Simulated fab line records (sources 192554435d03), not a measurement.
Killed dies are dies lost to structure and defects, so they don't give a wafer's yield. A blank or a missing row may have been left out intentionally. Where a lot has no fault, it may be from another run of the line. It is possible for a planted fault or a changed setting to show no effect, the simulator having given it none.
2 desks, one fault -- flow n5 finfet -- every desk sees just its own numbers, and what lay behind them comes last

== THE TOOL OWNER'S DESK: pecvd-01 ==
The tool's own readings at N5_BEOL_M4_ILD_DEP_00 (deposits SiOC from DEMS/O2, target thk 79 nm, time 15.3 s): means of the sampled wafers that have a number, for each lot that ran on this tool. Marked OUT: a lot whose mean sits more than 4 standard deviations from the usual mean, which makes it out of limits; the brackets give that distance.
Columns: A = heater power w at N5_BEOL_M4_ILD_DEP_00, usual 498 W; B = showerhead plenum p Torr at N5_BEOL_M4_ILD_DEP_00, usual 5.695 Torr; C = throttle valve pct at N5_BEOL_M4_ILD_DEP_00, usual 11.9 %
lot,first seen here,A,B,C
L719,day 9 19:38,494,5.695,11.7
L718,day 9 21:22,551,5.685,11.8
L725,day 11 20:01,501,5.700,11.9
L733,day 12 22:42,531,5.682,12.0
This desk found nothing out of limits on any of the 4 lots.

== AT THE METROLOGY DESK ==
Lot by lot, what the gauges showed, no matter which tool ran the lot: averages of those sampled wafers that carry a number. Marked OUT: a lot whose mean sits more than 4 standard deviations from the usual mean, which makes it out of limits; the brackets give that distance. Only the readings that lie furthest out on some lot appear, 7 of the 11 it has.
Columns: A = M4_ILD_THK at N5_BEOL_M4_THK_MEAS_01, usual 79.2 nm; B = DIBL_N at N5_BEOL_M4_RC_MEAS_101, usual 36.7 mV/V; C = IOFF_N at N5_BEOL_M4_RC_MEAS_101, usual 0.17 nA/um; D = ION_N at N5_BEOL_M4_RC_MEAS_101, usual 673 uA/um; E = ION_P at N5_BEOL_M4_RC_MEAS_101, usual 462 uA/um; F = SS_N at N5_BEOL_M4_RC_MEAS_101, usual 71.7 mV/dec; G = VT_P at N5_BEOL_M4_RC_MEAS_101, usual -250 mV
lot,first seen here,A,B,C,D,E,F,G
L713,day 8 05:10,78.7,38.2,0.20,671,459,71.8,-250
L717,day 9 01:02,77.5,36.1,0.15,665,453,71.5,-254
L719,day 9 19:43,79.9,35.6,0.15,672,466,71.7,-248
L718,day 9 21:26,78.8,37.4,0.19,675,461,72.3,-251
L720,day 9 22:37,77.8,38.9,0.20,678,458,72.1,-252
L722,day 10 03:18,79.7,35.6,0.13,655,453,71.0,-252
L725,day 11 20:05,79.0,34.8,0.13,669,463,71.1,-252
L733,day 12 22:46,82.2,38.2,0.17,680,468,71.5,-248
L734,day 13 18:19,79.3,37.0,0.17,677,465,71.9,-252
L735,day 15 12:13,78.2,36.4,0.15,674,458,71.8,-253
This desk found nothing out of limits on any of the 10 lots.

== PUT TOGETHER ==
The tool owner's desk saw nothing out of limits.
From the metrology desk's view, nothing was out of limits.

== WHAT THE SIMULATOR HAD PUT IN ==
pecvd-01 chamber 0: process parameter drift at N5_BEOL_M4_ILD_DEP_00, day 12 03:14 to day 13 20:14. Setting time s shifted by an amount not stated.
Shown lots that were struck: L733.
